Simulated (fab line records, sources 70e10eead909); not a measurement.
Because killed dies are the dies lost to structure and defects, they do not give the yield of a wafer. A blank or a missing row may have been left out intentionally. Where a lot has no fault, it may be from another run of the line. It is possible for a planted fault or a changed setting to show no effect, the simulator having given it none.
Which tool did it? + flow nand harc + 13 lots, 39 wafers sampled, at 5 steps of a route of 1159

WHAT THE GAUGES SHOWED, per wafer
NHARC_END_SORT_01. Usual: killed at array 29, standard deviation 11; killed at other 0.6, standard deviation 0.92; killed at periphery 3.2, standard deviation 2; killed dies 33, standard deviation 11; killed open 3.2, standard deviation 2; killed short 1.9, standard deviation 1.5.
| lot  | measured     | on        | killed at array | killed at other | killed at periphery | killed dies | killed open | killed short | flag |
|------|--------------|-----------|-----------------|-----------------|---------------------|-------------|-------------|--------------|------|
| L899 | day 22 16:13 | prober-01 | 29 28 37        | 0 0 0           | 7 4 4               | 36 32 41    | 8 7 6       | 2 2 1        |      |

WHAT TOOL EACH LOT RAN ON (gives the tool, then ch and the chambers of the sampled wafers, and finally the start)
| lot  | NHARC_A_SGD_CUT_DESCUM_14          | NHARC_A_SGD_CUT_CMP_21        | NHARC_A_SLIT_DEP_23             | NHARC_A_SLIT_SOFTBAKE_04          |
|------|------------------------------------|-------------------------------|---------------------------------|-----------------------------------|
| L889 | rie diel-13 ch 1,2, day 13 19:51   | cmp-02 ch 0,1,2, day 14 03:48 | pecvd-03 ch 0,2, day 14 06:55   | litho track-06 ch 0, day 14 07:00 |
| L893 | rie diel-13 ch 0,1,2, day 14 14:59 | cmp-03 ch 0,1,2, day 14 22:44 | pecvd-01 ch 0,1,2, day 15 02:21 | litho track-01 ch 0, day 15 02:00 |
| L892 | rie diel-08 ch 0,1,2, day 14 15:13 | cmp-04 ch 0,1,3, day 14 22:40 | pecvd-01 ch 1,2, day 15 01:44   | litho track-01 ch 0, day 15 02:00 |
| L894 | rie diel-13 ch 0,1,3, day 15 03:40 | cmp-03 ch 0,1,3, day 15 09:20 | pecvd-02 ch 0,1,2, day 15 12:29 | litho track-01 ch 0, day 15 12:00 |
| L896 | rie diel-08 ch 0,2,3, day 15 17:32 | cmp-03 ch 0,2,3, day 15 23:57 | pecvd-03 ch 0,1,2, day 16 07:33 | litho track-06 ch 0, day 16 07:00 |
| L895 | rie diel-05 ch 0,2,3, day 15 17:44 | cmp-04 ch 0,1,3, day 15 23:56 | pecvd-02 ch 1,2, day 16 06:29   | litho track-06 ch 0, day 16 06:00 |
| L901 | rie diel-13 ch 0,2, day 17 00:31   | cmp-03 ch 0,1, day 17 09:06   | pecvd-03 ch 0,2, day 17 13:01   | litho track-06 ch 0, day 17 13:00 |
| L899 | rie diel-13 ch 0,2,3, day 17 10:17 | cmp-03 ch 0,2,3, day 17 18:05 | pecvd-03 ch 0,2, day 17 21:13   | litho track-01 ch 0, day 17 21:00 |
| L904 | rie diel-13 ch 0,2,3, day 17 11:52 | cmp-02 ch 0,1,2, day 17 18:16 | pecvd-03 ch 0,1,2, day 17 21:27 | litho track-06 ch 0, day 17 21:00 |
| L905 | rie diel-05 ch 1,2,3, day 17 21:23 | cmp-04 ch 0,1,3, day 18 02:51 | pecvd-02 ch 0,1,2, day 18 07:13 | litho track-04 ch 0, day 18 07:00 |
| L909 | rie diel-05 ch 0,1, day 18 10:49   | cmp-03 ch 1,2,3, day 18 17:51 | pecvd-02 ch 0,1,2, day 18 21:05 | litho track-01 ch 0, day 18 21:00 |
| L908 | rie diel-08 ch 0,1, day 18 11:05   | cmp-03 ch 0,1, day 18 17:57   | pecvd-03 ch 0,2, day 18 22:44   | litho track-01 ch 0, day 18 22:00 |
| L907 | rie diel-05 ch 0,2, day 18 21:00   | cmp-04 ch 0,3, day 19 03:34   | pecvd-02 ch 1,2, day 19 06:53   | litho track-01 ch 0, day 19 07:00 |
- NHARC_A_SGD_CUT_DESCUM_14: chemistry O2, time 3 s.
- NHARC_A_SGD_CUT_CMP_21: polishes, target thk 148.19 nm.
- NHARC_A_SLIT_DEP_23: deposits SiON, target thk 100 nm.
- NHARC_A_SLIT_SOFTBAKE_04: time 55 s.

WHAT THE TOOLS THEMSELVES READ (means of the sampled wafers that have a number; where no wafer has one, the mark that the record gives instead)
NHARC_A_SGD_CUT_DESCUM_14. Usual: drypump motor current A 5.8 A, standard deviation 0.42; oes product au 1.001 a.u., standard deviation 0.0074; rf vpp V 57.7 V, standard deviation 0.95; showerhead plenum p Torr 1.91 Torr, standard deviation 0.092; throttle valve pct 11.312 %, standard deviation 0.0091.
| lot  | tool        | drypump motor current A (A) | oes product au (a.u.) | rf vpp V (V) | showerhead plenum p Torr (Torr) | throttle valve pct (%) | flag |
|------|-------------|-----------------------------|-----------------------|--------------|---------------------------------|------------------------|------|
| L889 | rie diel-13 | 5.6                         | 1.000                 | 57.6         | 1.87                            | 11.313                 |      |
| L893 | rie diel-13 | 5.9                         | 0.997                 | 57.9         | 1.95                            | 11.323                 |      |
| L892 | rie diel-08 | 5.9                         | 1.000                 | 58.4         | 1.91                            | 11.317                 |      |
| L894 | rie diel-13 | 5.8                         | 1.006                 | 58.4         | 1.97                            | 11.317                 |      |
| L896 | rie diel-08 | 5.8                         | 1.004                 | 57.6         | 1.84                            | 11.311                 |      |
| L895 | rie diel-05 | 6.1                         | 1.003                 | 57.4         | 1.93                            | 11.322                 |      |
| L901 | rie diel-13 | 6.2                         | 1.007                 | 58.7         | 1.97                            | 11.311                 |      |
| L899 | rie diel-13 | 5.7                         | 1.004                 | 58.1         | 1.91                            | 11.309                 |      |
| L904 | rie diel-13 | 5.8                         | 0.996                 | 57.6         | 1.91                            | 11.315                 |      |
| L905 | rie diel-05 | 6.2                         | 1.000                 | 57.1         | 1.90                            | 11.318                 |      |
| L909 | rie diel-05 | 5.8                         | 1.002                 | 57.8         | 1.84                            | 11.310                 |      |
| L908 | rie diel-08 | 5.8                         | 1.004                 | 57.9         | 1.98                            | 11.307                 |      |
| L907 | rie diel-05 | 5.9                         | 1.002                 | 57.6         | 1.89                            | 11.316                 |      |

NHARC_A_SGD_CUT_CMP_21. Usual: motor current A 12.2 A, standard deviation 1; time to endpoint s 50.4 s, standard deviation 2.2.
| lot  | tool   | motor current A (A) | time to endpoint s (s) | flag |
|------|--------|---------------------|------------------------|------|
| L889 | cmp-02 | 12.5                | 50.5                   |      |
| L893 | cmp-03 | 11.9                | 48.9                   |      |
| L892 | cmp-04 | 11.7                | 47.3                   |      |
| L894 | cmp-03 | 11.6                | 52.8                   |      |
| L896 | cmp-03 | 12.5                | 50.8                   |      |
| L895 | cmp-04 | 11.7                | 50.1                   |      |
| L901 | cmp-03 | 11.6                | 51.0                   |      |
| L899 | cmp-03 | 12.4                | 50.4                   |      |
| L904 | cmp-02 | 12.4                | 50.2                   |      |
| L905 | cmp-04 | 11.4                | 47.0                   |      |
| L909 | cmp-03 | 12.2                | 50.7                   |      |
| L908 | cmp-03 | 11.3                | 50.5                   |      |
| L907 | cmp-04 | 12.6                | 49.5                   |      |

NHARC_A_SLIT_DEP_23. Usual: heater power w 776 W, standard deviation 92; rf fwd power W 348.5 W, standard deviation 1.1.
| lot  | tool     | heater power w (W) | rf fwd power W (W) | flag |
|------|----------|--------------------|--------------------|------|
| L889 | pecvd-03 | 723                | 348.9              |      |
| L893 | pecvd-01 | 741                | 348.6              |      |
| L892 | pecvd-01 | 753                | 348.2              |      |
| L894 | pecvd-02 | 803                | 348.8              |      |
| L896 | pecvd-03 | 816                | 349.0              |      |
| L895 | pecvd-02 | 847                | 348.5              |      |
| L901 | pecvd-03 | 750                | 347.4              |      |
| L899 | pecvd-03 | 728                | 349.4              |      |
| L904 | pecvd-03 | 758                | 349.1              |      |
| L905 | pecvd-02 | 714                | 348.9              |      |
| L909 | pecvd-02 | 741                | 348.5              |      |
| L908 | pecvd-03 | 831                | 348.7              |      |
| L907 | pecvd-02 | 785                | 346.4              |      |

NHARC_A_SLIT_SOFTBAKE_04. Usual: chill plate temp C 22.98 C, standard deviation 0.12; heater power total W 188.47 W, standard deviation 0.16.
| lot  | tool           | chill plate temp C (C) | heater power total W (W) | flag |
|------|----------------|------------------------|--------------------------|------|
| L889 | litho track-06 | 22.93                  | 188.40                   |      |
| L893 | litho track-01 | 22.97                  | 188.64                   |      |
| L892 | litho track-01 | 23.03                  | 188.42                   |      |
| L894 | litho track-01 | 22.94                  | 188.38                   |      |
| L896 | litho track-06 | 22.97                  | 188.38                   |      |
| L895 | litho track-06 | 23.10                  | 188.69                   |      |
| L901 | litho track-06 | 22.99                  | 192.08                   | OFF  |
| L899 | litho track-01 | 23.05                  | 188.53                   |      |
| L904 | litho track-06 | 22.98                  | 192.33                   | OFF  |
| L905 | litho track-04 | 22.82                  | 188.46                   |      |
| L909 | litho track-01 | 22.86                  | 188.61                   |      |
| L908 | litho track-01 | 23.01                  | 188.38                   |      |
| L907 | litho track-01 | 23.09                  | 188.34                   |      |

THE ANSWER, worked out from the rows above alone
Rule: take the mean of a lot's wafers that have a number; if it is more than 3 standard deviations from the usual mean, the lot is off. A lot without any number at a reading at which 4 lots or more have one is off too. Where the step has rows for the other lots, those lots are counted as sound. The gauges are gone through in route order, then the tools' own readings, and for those a lot's mean is taken as printed above. At the first step where some lot is off, the reading lying furthest off is the one used; lots without a number count as furthest.
Off, at NHARC_A_SLIT_SOFTBAKE_04 on heater power total W: L901, L904.
If a tool, at that step or one of the process steps before it, ran each lot that is off and ran no sound lot following the first of them, it fits. One fits: NHARC_A_SLIT_SOFTBAKE_04 on litho track-06. A fault onset in the window from L896 (day 16 07:00, its last sound lot) to L901 (day 17 13:00, its first lot off) fits.
On the lots that are off, the tool's own readings at NHARC_A_SLIT_SOFTBAKE_04 differ by more than 5 times the standard deviation of the sound lots' means, which bears it out; heater power total W reads 192.21 W there versus 188.48 W on the sound lots.

WHAT WAS PUT IN BY THE SIMULATOR
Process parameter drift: litho track-06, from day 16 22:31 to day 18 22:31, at NHARC_A_SLIT_SOFTBAKE_04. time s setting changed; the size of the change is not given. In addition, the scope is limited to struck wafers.
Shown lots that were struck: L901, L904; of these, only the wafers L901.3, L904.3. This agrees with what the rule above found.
